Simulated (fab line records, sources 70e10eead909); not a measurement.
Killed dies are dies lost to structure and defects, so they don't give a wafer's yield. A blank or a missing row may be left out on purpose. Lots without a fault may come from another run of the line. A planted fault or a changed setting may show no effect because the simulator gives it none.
A struck lot beside a sound one | flow nand_harc | 14 steps out of a route of 1302
Sound: wafers L655.1, L655.2, L655.4. Struck: wafer L659.4. (L659.1, L659.5 of the same lot were not struck and are left out.) The cause comes at the end.
At each step with rows: each side's tool, then ch and its chambers, then its first start. Under that, the readings that differ: sound wafers | struck wafers | difference of the means | sigmas: that difference in standard deviations of wafers without a fault.
alike: readings whose means differ by less than 2 such deviations, and words and numbers that are the same on both sides. not compared: withheld readings, readings that some wafer has no value for, bounds like >300 that may hide the same value, and numbers for which the record gives no deviation and whose values overlap.
The two part at a step that has a row with sigmas, a row that says differs or no value, or rows on one side only. Numbers that don't overlap but have no deviation are shown without sigmas and don't part them. A reading that every wafer of one side lacks parts them only if that side has two wafers or more.

NHARC_A_BLC_ETCH_16: etches the open film in CF4, target depth 39 nm, time 65 s.
  sound on rie_diel-12 ch 0,1,2, day 21 23:03; struck on rie_diel-08 ch 2, day 24 01:11
  reading                         | sound          | struck | difference | sigmas
  rf_hours_counter_h (h)          | 2 3 3          | 11     | +8         |
  showerhead_plenum_p_Torr (Torr) | 1.86 1.85 1.74 | 1.67   | -0.15      | -3
  alike: chamber_pressure_mTorr, drypump_motor_current_A, mfc_ar_sccm, oes_product_au, rf_vpp_V, throttle_valve_pct
NHARC_A_BLC_ETCH_17: etches the open film in N2/H2, target depth 390 nm, time 609.38 s.
  sound on rie_diel-12 ch 0,2,3; struck on rie_diel-08 ch 1
  reading                | sound | struck | difference | sigmas
  rf_hours_counter_h (h) | 3 3 3 | 12     | +9         |
  alike: chamber_pressure_mTorr, drypump_motor_current_A, mfc_ar_sccm, oes_product_au, rf_vpp_V, showerhead_plenum_p_Torr, throttle_valve_pct
NHARC_A_BLC_ETCH_18: etches the open film in C4F8/O2/Ar, target depth 910 nm.
  sound on rie_diel-12 ch 0,1,3; struck on rie_diel-08 ch 0
  reading                | sound             | struck | difference | sigmas
  oes_product_au (a.u.)  | 0.914 0.915 0.917 | 0.984  | +0.069     | +3
  rf_hours_counter_h (h) | 3 3 3             | 6      | +3         |
  alike: chamber_pressure_mTorr, rf_vpp_V
NHARC_A_BLC_CD_MEAS_19:
  sound on cd_sem-02, day 22 00:17; struck on cd_sem-01, day 24 02:04
  reading    | sound           | struck | difference | sigmas
  cd_nm (nm) | 104.3 98.3 99.8 | 97.0   | -3.8       | -2
then, 5 steps without rows for these wafers: NHARC_A_BLC_STRIP_29 (strips in CF4); NHARC_A_BLC_STRIP_21 (strips in O2); NHARC_A_BLC_STRIP_22 (strips in post etch residue remover, time 600 s); NHARC_A_BLC_DEGAS_30 (time 60 s); NHARC_A_BLC_PRE_CLEAN_31 (time 15 s).
NHARC_A_BLC_PVD_32: deposits Ti, target thk 5 nm, time 17.7 s.
  sound on pvd_sputter-02; struck on pvd_sputter-03
  reading                | sound                | struck | difference | sigmas
  cathode_dc_power_W (W) | 5000.6 5000.3 5001.2 | 4998.4 | -2.3       | -3
  alike: throttle_valve_pct
then, 1 step without rows for these wafers: NHARC_A_BLC_ALD_23 (deposits TiN, target thk 3 nm, pulse time 1 s, ald cycles 150).
NHARC_A_BLC_CVD_24: deposits W, target thk 150 nm, time 434 s.
  sound on cvd_w-02 ch 0,1; struck on cvd_w-01 ch 0
  alike: heater_power_w, mfc_ar_sccm, mfc_h2_sccm, throttle_valve_pct
NHARC_A_BLC_CMP_25: polishes, t overpolish 30 s, target thk 150 nm.
  sound on cmp-01 ch 0,2,3, day 22 01:52; struck on cmp-04 ch 1, day 24 03:40
  reading                 | sound                | struck | difference | sigmas
  edge_zone_pressure_frac | 1.002 0.999 1.005    | 0.992  | -0.010     | -2
  overpolish_run_s (s)    | 30.004 30.011 30.007 | 29.987 | -0.020     | -2
  time_to_endpoint_s (s)  | 36 32 32             | 15     | -18        | -6
  alike: motor_current_A, retaining_ring_pressure_frac
then, 1 step without rows for these wafers: NHARC_END_SORT_01.

WHERE THEY PART
First at NHARC_A_BLC_ETCH_16; last, within this record, at NHARC_A_BLC_CMP_25.

WHY: what the simulator had put in
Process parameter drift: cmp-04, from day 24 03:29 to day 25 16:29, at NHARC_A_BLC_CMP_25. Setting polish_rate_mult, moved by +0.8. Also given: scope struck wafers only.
